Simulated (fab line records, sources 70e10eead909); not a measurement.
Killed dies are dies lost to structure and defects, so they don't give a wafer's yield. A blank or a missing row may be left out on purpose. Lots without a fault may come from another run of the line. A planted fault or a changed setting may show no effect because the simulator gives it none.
Which tool did it? | flow nand_harc | 12 lots, 36 wafers sampled, at 4 steps of a route of 1159

WHAT THE GAUGES READ, wafer by wafer
The record holds no reading of a measuring or inspecting step that can be judged against a usual standard deviation.

WHICH TOOL RAN EACH LOT (tool, then ch and the chambers of the sampled wafers, then the start)
lot  | NHARC_A_STAIRCASE_STRIP_238          | NHARC_A_STAIRCASE_DESCUM_291       | NHARC_A_STAIRCASE_HM_OPEN_460                 | NHARC_A_STAIRCASE_DEP_301
L640 | plasma_asher-01 ch 0,1, day 10 23:08 | rie_diel-02 ch 0,2,3, day 11 06:16 | rie_diel-02 ch 0,1,3, day 11 11:46 or earlier | pecvd-03 ch 0,2, day 11 11:46
L642 | plasma_asher-01 ch 0,1, day 11 19:33 | rie_diel-02 ch 2,3, day 12 00:36   | rie_diel-02 ch 0,1,3, day 12 04:57 or earlier | pecvd-04 ch 0,1, day 12 04:57
L645 | plasma_asher-01 ch 0,1, day 13 02:59 | rie_diel-11 ch 1,3, day 13 08:26   | rie_diel-11 ch 1,2,3, day 13 15:32 or earlier | pecvd-04 ch 0,1,2, day 13 15:32
L649 | plasma_asher-02 ch 0,1, day 13 08:27 | rie_diel-03 ch 0,3, day 13 17:06   | rie_diel-03 ch 0,2,3, day 14 04:39 or earlier | pecvd-04 ch 0,1, day 14 04:39
L652 | plasma_asher-01 ch 0,1, day 14 14:08 | rie_diel-11 ch 0,1,3, day 14 19:18 | rie_diel-11 ch 0,1,3, day 15 00:38 or earlier | pecvd-03 ch 0,1,2, day 15 00:38
L651 | plasma_asher-02 ch 0,1, day 14 15:56 | rie_diel-11 ch 0,1,3, day 14 21:35 | rie_diel-11 ch 0,1,3, day 15 03:06 or earlier | pecvd-03 ch 0,1,2, day 15 03:06
L653 | plasma_asher-02 ch 0,1, day 14 18:48 | rie_diel-03 ch 1,3, day 15 01:32   | rie_diel-03 ch 1,2,3, day 15 05:46 or earlier | pecvd-03 ch 1,2, day 15 05:46
L654 | plasma_asher-02 ch 0,1, day 14 20:31 | rie_diel-02 ch 0,1,3, day 15 02:26 | rie_diel-02 ch 0,2,3, day 15 08:07 or earlier | pecvd-03 ch 0,1, day 15 08:07
L657 | plasma_asher-02 ch 0,1, day 15 05:43 | rie_diel-03 ch 0,1,3, day 15 11:48 | rie_diel-03 ch 0,1,3, day 15 16:30 or earlier | pecvd-02 ch 0,1,2, day 15 16:30
L659 | plasma_asher-01 ch 0,1, day 15 17:58 | rie_diel-02 ch 2,3, day 16 03:20   | rie_diel-02 ch 0,2,3, day 16 09:39 or earlier | pecvd-03 ch 0,1,2, day 16 09:39
L661 | plasma_asher-02 ch 0,1, day 16 13:19 | rie_diel-02 ch 0,1, day 16 20:25   | rie_diel-02 ch 1,2, day 17 02:46 or earlier   | pecvd-02 ch 0,1,2, day 17 02:46
L660 | plasma_asher-01 ch 0,1, day 16 14:01 | rie_diel-03 ch 0,1,3, day 16 22:12 | rie_diel-03 ch 0,2, day 17 03:09 or earlier   | pecvd-03 ch 0,1, day 17 03:09
- NHARC_A_STAIRCASE_STRIP_238: strips in O2.
- NHARC_A_STAIRCASE_DESCUM_291: chemistry O2, time 3 s.
- NHARC_A_STAIRCASE_HM_OPEN_460: chemistry O2/COS.
- NHARC_A_STAIRCASE_DEP_301: deposits SiON, target thk 30 nm.

WHAT THE TOOLS THEMSELVES READ (means of the sampled wafers that have a number; where no wafer has one, the mark that the record gives instead)
NHARC_A_STAIRCASE_STRIP_238. Usual: drypump_motor_current_A 5.49 A, standard deviation 0.27; heater_power_w 356 W, standard deviation 10.
lot  | tool            | drypump_motor_current_A (A) | heater_power_w (W) | flag
L640 | plasma_asher-01 | 5.40                        | 348                |
L642 | plasma_asher-01 | 5.63                        | 360                |
L645 | plasma_asher-01 | 5.39                        | 347                |
L649 | plasma_asher-02 | 5.42                        | 363                |
L652 | plasma_asher-01 | 5.39                        | 347                |
L651 | plasma_asher-02 | 5.52                        | 354                |
L653 | plasma_asher-02 | 5.43                        | 362                |
L654 | plasma_asher-02 | 5.40                        | 367                |
L657 | plasma_asher-02 | 5.55                        | 366                |
L659 | plasma_asher-01 | 5.38                        | 350                |
L661 | plasma_asher-02 | 5.55                        | 371                |
L660 | plasma_asher-01 | 5.40                        | 349                |

NHARC_A_STAIRCASE_DESCUM_291. Usual: chamber_pressure_mTorr 60.00 mTorr, standard deviation 0.053; drypump_motor_current_A 5.8 A, standard deviation 0.61; oes_product_au 1.002 a.u., standard deviation 0.013; rf_vpp_V 57.8 V, standard deviation 0.94; showerhead_plenum_p_Torr 1.93 Torr, standard deviation 0.11; throttle_valve_pct 11.310 %, standard deviation 0.009.
lot  | tool        | chamber_pressure_mTorr (mTorr) | drypump_motor_current_A (A) | oes_product_au (a.u.) | rf_vpp_V (V) | showerhead_plenum_p_Torr (Torr) | throttle_valve_pct (%) | flag
L640 | rie_diel-02 | 60.04                          | 5.7                         | 1.005                 | 58.1         | 1.95                            | 11.308                 |
L642 | rie_diel-02 | 59.93                          | 5.9                         | 1.012                 | 57.9         | 1.88                            | 11.310                 |
L645 | rie_diel-11 | 59.99                          | 5.4                         | 0.972                 | 57.9         | 1.80                            | 11.314                 |
L649 | rie_diel-03 | 60.02                          | 5.6                         | 1.012                 | 58.0         | 1.96                            | 11.313                 |
L652 | rie_diel-11 | 59.95                          | 5.9                         | 0.985                 | 57.7         | 1.88                            | 11.308                 |
L651 | rie_diel-11 | 60.00                          | 5.9                         | 0.982                 | 57.5         | 1.88                            | 11.310                 |
L653 | rie_diel-03 | 59.94                          | 5.4                         | 0.998                 | 56.7         | 1.81                            | 11.315                 |
L654 | rie_diel-02 | 60.03                          | 5.7                         | 1.001                 | 57.6         | 1.96                            | 11.311                 |
L657 | rie_diel-03 | 59.91                          | 5.5                         | 1.003                 | 56.7         | 1.89                            | 11.310                 |
L659 | rie_diel-02 | 59.95                          | 6.3                         | 1.007                 | 57.2         | 1.91                            | 11.316                 |
L661 | rie_diel-02 | 60.00                          | 6.0                         | 1.002                 | 58.0         | 2.01                            | 11.315                 |
L660 | rie_diel-03 | 59.99                          | 5.5                         | 1.004                 | 57.6         | 1.89                            | 11.298                 |

NHARC_A_STAIRCASE_HM_OPEN_460. Usual: chamber_pressure_mTorr 20.000 mTorr, standard deviation 0.018; drypump_motor_current_A 5.8 A, standard deviation 0.63; oes_product_au 1.001 a.u., standard deviation 0.013; rf_vpp_V 468 V, standard deviation 3.6; showerhead_plenum_p_Torr 3.16 Torr, standard deviation 0.17; throttle_valve_pct 28.331 %, standard deviation 0.01.
lot  | tool        | chamber_pressure_mTorr (mTorr) | drypump_motor_current_A (A) | oes_product_au (a.u.) | rf_vpp_V (V) | showerhead_plenum_p_Torr (Torr) | throttle_valve_pct (%) | flag
L640 | rie_diel-02 | 19.996                         | 5.7                         | 1.005                 | 469          | 3.21                            | 28.335                 |
L642 | rie_diel-02 | 20.008                         | 5.7                         | 0.997                 | 469          | 3.21                            | 28.324                 |
L645 | rie_diel-11 | 19.999                         | 5.6                         | 0.986                 | 462          | 2.94                            | 28.331                 |
L649 | rie_diel-03 | 19.991                         | 5.6                         | 1.004                 | 469          | 3.20                            | 28.328                 |
L652 | rie_diel-11 | 19.996                         | 5.8                         | 0.981                 | 466          | 3.08                            | 28.338                 |
L651 | rie_diel-11 | 20.005                         | 5.8                         | 0.987                 | 466          | 3.08                            | 28.329                 |
L653 | rie_diel-03 | 19.989                         | 5.4                         | 1.005                 | 466          | 3.09                            | 28.331                 |
L654 | rie_diel-02 | 20.007                         | 5.7                         | 1.002                 | 469          | 3.17                            | 28.332                 |
L657 | rie_diel-03 | 19.995                         | 5.5                         | 0.997                 | 467          | 3.09                            | 28.345                 |
L659 | rie_diel-02 | 20.011                         | 5.8                         | 1.009                 | 468          | 3.17                            | 28.344                 |
L661 | rie_diel-02 | 19.998                         | 6.7                         | 1.010                 | 469          | 3.18                            | 28.328                 |
L660 | rie_diel-03 | 19.988                         | 5.5                         | 1.014                 | 471          | 3.32                            | 28.323                 |

NHARC_A_STAIRCASE_DEP_301. Usual: heater_power_w 708 W, standard deviation 69; rf_fwd_power_W 348.4 W, standard deviation 1.3; showerhead_vpp_V 1129 V, standard deviation 40.
lot  | tool     | heater_power_w (W) | rf_fwd_power_W (W) | showerhead_vpp_V (V) | flag
L640 | pecvd-03 | 742                | 348.4              | 1119                 |
L642 | pecvd-04 | 667                | 349.5              | 1115                 |
L645 | pecvd-04 | 684                | 302.1              | 1034                 | OFF
L649 | pecvd-04 | 715                | 301.0              | 1031                 | OFF
L652 | pecvd-03 | 745                | 348.6              | 1134                 |
L651 | pecvd-03 | 701                | 348.5              | 1131                 |
L653 | pecvd-03 | 716                | 347.8              | 1170                 |
L654 | pecvd-03 | 733                | 347.8              | 1098                 |
L657 | pecvd-02 | 651                | 348.4              | 1153                 |
L659 | pecvd-03 | 731                | 347.2              | 1127                 |
L661 | pecvd-02 | 720                | 348.7              | 1158                 |
L660 | pecvd-03 | 689                | 348.8              | 1086                 |

THE ANSWER, worked out from the rows above alone
Rule: a lot is off if the mean of its wafers that have a number lies more than 3 standard deviations from the usual mean. A lot without any number at a reading at which 4 lots or more have one is off too. The other lots that the step has rows for count as sound. The gauges are gone through in route order, then the tools' own readings, and for those a lot's mean is taken as printed above. The first step at which some lot is off is used, and at that step the reading that is off furthest; a lot without a number counts as furthest.
Off: L645, L649, at NHARC_A_STAIRCASE_DEP_301 (rf_fwd_power_W).
A tool fits if, at that step or a process step before it, it ran every lot that is off, and no sound lot after the first of them. NHARC_A_STAIRCASE_HM_OPEN_460 gives no start for some lots, so the hours and the order of its lots are those of NHARC_A_STAIRCASE_DEP_301. One fits: pecvd-04 at NHARC_A_STAIRCASE_DEP_301. Its last sound lot is L642 (day 12 04:57), its first lot that is off L645 (day 13 15:32): a fault that began between those two fits.
The tool's own readings at NHARC_A_STAIRCASE_DEP_301 bear it out: on the lots that are off they differ by more than 5 times the standard deviation of the sound lots' means. rf_fwd_power_W reads 301.6 W there against 348.4 W on the sound lots.

WHAT THE SIMULATOR HAD PUT IN
Process parameter drift: pecvd-04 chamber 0, from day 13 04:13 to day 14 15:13, at NHARC_A_STAIRCASE_DEP_301. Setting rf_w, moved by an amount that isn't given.
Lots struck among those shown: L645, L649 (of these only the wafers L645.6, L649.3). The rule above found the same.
